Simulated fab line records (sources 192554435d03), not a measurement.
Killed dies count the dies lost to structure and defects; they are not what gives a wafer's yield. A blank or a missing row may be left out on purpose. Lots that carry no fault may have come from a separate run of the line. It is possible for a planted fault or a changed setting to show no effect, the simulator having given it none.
Which tool was responsible? + flow n5Finfet + 30 wafers from 10 lots sampled at 4 of the route's 1938 steps

## WHAT THE GAUGES SHOWED, per wafer
N5_BEOL_M11_OVL_MEAS_12. Usual: for M11_OVL the level is -0.6 nm and the standard deviation is 0.83.
| lot  | measured     | on         | M11_OVL (nm)   | flag |
|------|--------------|------------|----------------|------|
| L595 | day 11 22:14 | overlay-02 | 0.2 -1.1 0.1   |      |
| L597 | day 13 12:41 | overlay-01 | 0.0 0.5 0.7    |      |
| L601 | day 14 15:29 | overlay-02 | 12.2 12.2 11.4 | OFF  |
| L602 | day 14 17:36 | overlay-01 | -0.7 -2.2 -0.9 |      |
| L604 | day 14 21:17 | overlay-01 | 13.0 11.8 12.2 | OFF  |
| L605 | day 15 05:03 | overlay-01 | 11.8 12.5 11.0 | OFF  |
| L611 | day 16 19:41 | overlay-01 | -1.4 -0.8 -0.9 |      |
| L612 | day 16 21:26 | overlay-02 | -0.3 -0.4 0.5  |      |
| L618 | day 18 04:52 | overlay-01 | -0.9 -0.8 -0.1 |      |
| L600 | day 18 04:54 | overlay-02 | 0.4 -0.3 0.3   |      |

## EACH LOT AND THE TOOL THAT RAN IT (in order: tool; ch and the chambers of the sampled wafers; start)
| lot  | N5_BEOL_M10_SURFACE_TREAT_76 | N5_BEOL_M11_ILD_DEP_00          | N5_BEOL_M11_EXPOSE_08             |
|------|------------------------------|---------------------------------|-----------------------------------|
| L595 | pvdSputter-03, day 11 19:14  | pecvd-03 ch 0,1,2, day 11 20:28 | arfiScanner-03 ch 0, day 11 22:05 |
| L597 | pvdSputter-01, day 13 09:00  | pecvd-03 ch 0,2, day 13 10:34   | arfiScanner-03 ch 0, day 13 12:31 |
| L601 | pvdSputter-03, day 14 10:22  | pecvd-01 ch 1,2, day 14 11:49   | arfiScanner-02 ch 0, day 14 15:20 |
| L602 | pvdSputter-01, day 14 14:02  | pecvd-04 ch 0,1,2, day 14 15:29 | arfiScanner-01 ch 0, day 14 17:26 |
| L604 | pvdSputter-01, day 14 18:42  | pecvd-03 ch 0,1,2, day 14 19:55 | arfiScanner-02 ch 0, day 14 21:07 |
| L605 | pvdSputter-02, day 15 00:17  | pecvd-04 ch 0,1,2, day 15 01:32 | arfiScanner-02 ch 0, day 15 04:54 |
| L611 | pvdSputter-02, day 16 14:08  | pecvd-01 ch 0,1,2, day 16 15:34 | arfiScanner-03 ch 0, day 16 19:32 |
| L612 | pvdSputter-01, day 16 16:19  | pecvd-01 ch 0,1, day 16 19:18   | arfiScanner-03 ch 0, day 16 21:17 |
| L618 | pvdSputter-01, day 18 01:17  | pecvd-01 ch 0,1,2, day 18 02:33 | arfiScanner-03 ch 0, day 18 04:43 |
| L600 | pvdSputter-01, day 18 01:26  | pecvd-01 ch 0,2, day 18 02:47   | arfiScanner-03 ch 0, day 18 04:45 |
- N5_BEOL_M10_SURFACE_TREAT_76
- N5_BEOL_M11_ILD_DEP_00: deposits SiCOH lowk from DEMS/porogen, target thk 308.51 nm, time 58 s.
- N5_BEOL_M11_EXPOSE_08: exposes mask M11.

## WHAT THE TOOLS THEMSELVES READ (means of the sampled wafers that have a number; where no wafer has one, the mark that the record gives instead)
N5_BEOL_M11_ILD_DEP_00. Usual: heaterPowerW 327 W, standard deviation 56; showerheadPlenumPTorr 5.738 Torr, standard deviation 0.015; throttleValvePct 13.7 %, standard deviation 0.54.
| lot  | tool     | heaterPowerW (W) | showerheadPlenumPTorr (Torr) | throttleValvePct (%) | flag |
|------|----------|------------------|------------------------------|----------------------|------|
| L595 | pecvd-03 | 306              | 5.745                        | 13.4                 |      |
| L597 | pecvd-03 | 308              | 5.752                        | 13.6                 |      |
| L601 | pecvd-01 | 357              | 5.722                        | 13.9                 |      |
| L602 | pecvd-04 | 346              | 5.744                        | 13.8                 |      |
| L604 | pecvd-03 | 328              | 5.752                        | 13.5                 |      |
| L605 | pecvd-04 | 321              | 5.734                        | 14.1                 |      |
| L611 | pecvd-01 | 331              | 5.728                        | 13.2                 |      |
| L612 | pecvd-01 | 367              | 5.736                        | 13.6                 |      |
| L618 | pecvd-01 | 329              | 5.725                        | 13.3                 |      |
| L600 | pecvd-01 | 321              | 5.728                        | 13.1                 |      |

N5_BEOL_M11_EXPOSE_08. Usual: focusOffsetNm 0.1 nm, standard deviation 0.54.
| lot  | tool           | focusOffsetNm (nm) | flag |
|------|----------------|--------------------|------|
| L595 | arfiScanner-03 | -0.4               |      |
| L597 | arfiScanner-03 | 0.2                |      |
| L601 | arfiScanner-02 | 0.1                |      |
| L602 | arfiScanner-01 | -0.2               |      |
| L604 | arfiScanner-02 | -0.5               |      |
| L605 | arfiScanner-02 | 0.3                |      |
| L611 | arfiScanner-03 | 0.7                |      |
| L612 | arfiScanner-03 | 0.7                |      |
| L618 | arfiScanner-03 | 1.2                |      |
| L600 | arfiScanner-03 | 0.7                |      |

## THE ANSWER, worked out from the rows above alone
Rule: a lot is off if the mean of its wafers that have a number lies more than 3 standard deviations from the usual mean. A lot without any number at a reading at which 4 lots or more have one is off too. The other lots that the step has rows for count as sound. The gauges are gone through in route order, then the tools' own readings, and for those a lot's mean is taken as printed above. The first step at which some lot is off is used, and at that step the reading that is off furthest; a lot without a number counts as furthest.
Off: L601, L604, L605, at N5_BEOL_M11_OVL_MEAS_12 (M11_OVL).
A tool fits if, at a process step before that reading, it ran every lot that is off, and no sound lot after the first of them. Gauges at N5_BEOL_M11_OVL_MEAS_12: tried the same way as those tools. One fits: arfiScanner-02 at N5_BEOL_M11_EXPOSE_08. It ran no sound lot before its first lot that is off in this sample, so the start can't be narrowed down.

## WHAT HAD BEEN PUT IN BY THE SIMULATOR
Scanner matching overlay: arfiScanner-02, from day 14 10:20 on, at N5_BEOL_M11_EXPOSE_08. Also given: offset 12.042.
Struck lots among those shown: L601, L604, L605. The rule above found the same.
